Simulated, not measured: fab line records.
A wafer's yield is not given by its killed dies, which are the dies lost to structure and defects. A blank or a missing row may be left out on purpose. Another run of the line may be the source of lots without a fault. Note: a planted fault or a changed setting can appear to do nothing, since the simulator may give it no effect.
Chamber matching || flow nand-harc || rie-diel-09 running NHARC_A_CHANNEL_FILL_D1_ETCHBACK_20: 4 sister chambers
The step etches the open film in C4F8/O2/Ar, target depth 27 nm, time 13.5 s. 22 wafers are shown with their chamber, then 11 later ones without.

EACH WAFER AND ITS CHAMBER
{"wafer": "L074.2", "chamber": 3, "rf-vpp-V (V)": 988, "oes-product-au (a.u.)": 1.00}
{"wafer": "L074.3", "chamber": 1, "rf-vpp-V (V)": 972, "oes-product-au (a.u.)": 0.99}
{"wafer": "L074.6", "chamber": 3, "rf-vpp-V (V)": 987, "oes-product-au (a.u.)": 1.00}
{"wafer": "L076.1", "chamber": 2, "rf-vpp-V (V)": 985, "oes-product-au (a.u.)": 0.93}
{"wafer": "L076.3", "chamber": 3, "rf-vpp-V (V)": 989, "oes-product-au (a.u.)": 0.93}
{"wafer": "L076.4", "chamber": 0, "rf-vpp-V (V)": 969, "oes-product-au (a.u.)": 0.92}
{"wafer": "L078.1", "chamber": 1, "rf-vpp-V (V)": 972, "oes-product-au (a.u.)": 0.93}
{"wafer": "L078.4", "chamber": 2, "rf-vpp-V (V)": 984, "oes-product-au (a.u.)": 0.93}
{"wafer": "L078.6", "chamber": 1, "rf-vpp-V (V)": 970, "oes-product-au (a.u.)": 0.93}
{"wafer": "L084.1", "chamber": 1, "rf-vpp-V (V)": 970, "oes-product-au (a.u.)": 0.92}
{"wafer": "L084.3", "chamber": 3, "rf-vpp-V (V)": 988, "oes-product-au (a.u.)": 0.92}
{"wafer": "L084.5", "chamber": 2, "rf-vpp-V (V)": 983, "oes-product-au (a.u.)": 0.92}
{"wafer": "L086.3", "chamber": 2, "rf-vpp-V (V)": 985, "oes-product-au (a.u.)": 0.99}
{"wafer": "L086.4", "chamber": 1, "rf-vpp-V (V)": 972, "oes-product-au (a.u.)": 1.00}
{"wafer": "L086.5", "chamber": 2, "rf-vpp-V (V)": 985, "oes-product-au (a.u.)": 0.99}
{"wafer": "L087.2", "chamber": 0, "rf-vpp-V (V)": 968, "oes-product-au (a.u.)": 0.99}
{"wafer": "L087.4", "chamber": 3, "rf-vpp-V (V)": 989, "oes-product-au (a.u.)": 1.01}
{"wafer": "L087.5", "chamber": 1, "rf-vpp-V (V)": 971, "oes-product-au (a.u.)": 1.02}
{"wafer": "L088.1", "chamber": 1, "rf-vpp-V (V)": 971, "oes-product-au (a.u.)": 0.95}
{"wafer": "L088.4", "chamber": 3, "rf-vpp-V (V)": 988, "oes-product-au (a.u.)": 0.96}
{"wafer": "L088.5", "chamber": 0, "rf-vpp-V (V)": 968, "oes-product-au (a.u.)": 0.96}
{"wafer": "L091.3", "chamber": 1, "rf-vpp-V (V)": 972, "oes-product-au (a.u.)": 1.00}

SIGNATURES (means of the wafers above)
{"reading": "rf-vpp-V", "chamber 0": 968.33, "chamber 1": 971.25, "chamber 2": 984.40, "chamber 3": 988.17, "scatter within a chamber": 0.823}
{"reading": "oes-product-au", "chamber 0": 0.9567, "chamber 1": 0.9675, "chamber 2": 0.9520, "chamber 3": 0.9700, "scatter within a chamber": 0.0378}
Rule: distance of a wafer from a chamber = root of the sum over the readings of ((wafer's reading minus chamber's mean) / reading's scatter) squared. If the next closest chamber is less than 2 further off than the closest, the wafer can't be placed; otherwise it belongs to the closest. The scatter: the root of (the sum of the squares of (reading less its chamber's mean) over the shown wafers, divided by (wafers less chambers)).

WAFERS WITH NO CHAMBER GIVEN
{"wafer": "L091.4", "rf-vpp-V (V)": 989, "oes-product-au (a.u.)": 1.00}
{"wafer": "L091.6", "rf-vpp-V (V)": 983, "oes-product-au (a.u.)": 0.99}
{"wafer": "L093.3", "rf-vpp-V (V)": 972, "oes-product-au (a.u.)": 1.01}
{"wafer": "L093.5", "rf-vpp-V (V)": 969, "oes-product-au (a.u.)": 0.99}
{"wafer": "L093.6", "rf-vpp-V (V)": 972, "oes-product-au (a.u.)": 1.00}
{"wafer": "L095.1", "rf-vpp-V (V)": 982, "oes-product-au (a.u.)": 0.91}
{"wafer": "L095.2", "rf-vpp-V (V)": 987, "oes-product-au (a.u.)": 0.92}
{"wafer": "L095.5", "rf-vpp-V (V)": 969, "oes-product-au (a.u.)": 0.92}
{"wafer": "L096.1", "rf-vpp-V (V)": 984, "oes-product-au (a.u.)": 0.95}
{"wafer": "L096.2", "rf-vpp-V (V)": 971, "oes-product-au (a.u.)": 0.96}
{"wafer": "L096.3", "rf-vpp-V (V)": 969, "oes-product-au (a.u.)": 0.95}

WHICH CHAMBER EACH ONE RAN IN
{"wafer": "L091.4", "from the rows above": 3, "in truth": 3}
{"wafer": "L091.6", "from the rows above": 2, "in truth": 2}
{"wafer": "L093.3", "from the rows above": 1, "in truth": 1}
{"wafer": "L093.5", "from the rows above": "can't be placed: 0 or 1", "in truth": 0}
{"wafer": "L093.6", "from the rows above": 1, "in truth": 1}
{"wafer": "L095.1", "from the rows above": 2, "in truth": 2}
{"wafer": "L095.2", "from the rows above": "can't be placed: 3 or 2", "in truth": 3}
{"wafer": "L095.5", "from the rows above": "can't be placed: 0 or 1", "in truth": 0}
{"wafer": "L096.1", "from the rows above": 2, "in truth": 2}
{"wafer": "L096.2", "from the rows above": 1, "in truth": 1}
{"wafer": "L096.3", "from the rows above": "can't be placed: 0 or 1", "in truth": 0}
Correctly placed: 7 of 11. Not placeable from these rows: 4 (in 4, the candidates include the true chamber). 0 placed wrongly.
